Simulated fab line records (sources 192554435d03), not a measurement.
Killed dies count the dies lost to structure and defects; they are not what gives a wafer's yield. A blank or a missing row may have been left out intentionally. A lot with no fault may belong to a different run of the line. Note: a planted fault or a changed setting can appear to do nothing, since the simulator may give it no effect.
Matching of chambers	flow n5-finfet	N5_FIN_SAQP_SPACER1_ETCHBACK_25 on rie-diel-02 has 4 sister chambers
The step etches SiO2 in CHF3/O2, target depth 24.4 nm, time 12.2 s. 8 wafers are shown with their chamber, then 8 later ones without.

## EACH WAFER AND ITS CHAMBER
wafer	chamber	drypump-motor-current-A (A)	throttle-valve-pct (%)
L077.5	2	6.6	19.34
L084.1	0	6.1	19.26
L084.5	1	5.8	19.08
L084.6	0	6.2	19.28
L085.2	3	5.2	18.80
L085.3	2	6.6	19.36
L085.4	3	5.2	18.80
L086.1	1	5.8	19.07

## WAFERS WHOSE CHAMBER IS MISSING
wafer	drypump-motor-current-A (A)	throttle-valve-pct (%)
L086.3	5.2	18.80
L086.5	6.6	19.35
L091.3	5.2	18.82
L091.4	6.6	19.37
L091.5	5.8	19.10
L092.2	6.6	19.38
L092.4	5.8	19.08
L092.5	5.2	18.80

## CHAMBER TAKEN BY EACH
wafer	from the rows above	in truth
L086.3	3	3
L086.5	2	2
L091.3	3	3
L091.4	2	2
L091.5	1	1
L092.2	2	2
L092.4	1	1
L092.5	3	3
8 of 8 placed correctly. Can't be placed from these rows: 0. Number placed wrongly: 0.
How it was worked out, from the rows above alone: a wafer's distance from a chamber is the root of the sum, over the readings, of the square of ((its reading less the chamber's mean) divided by the reading's scatter). The wafer belongs to the nearest chamber; if the next one is less than 2 further off, it can't be placed. Each chamber's mean is taken over the wafers shown for it. How the scatter is found: for the shown wafers, subtract from each reading the mean of its chamber, square and add these, divide the total by (wafers less chambers), then take the root.
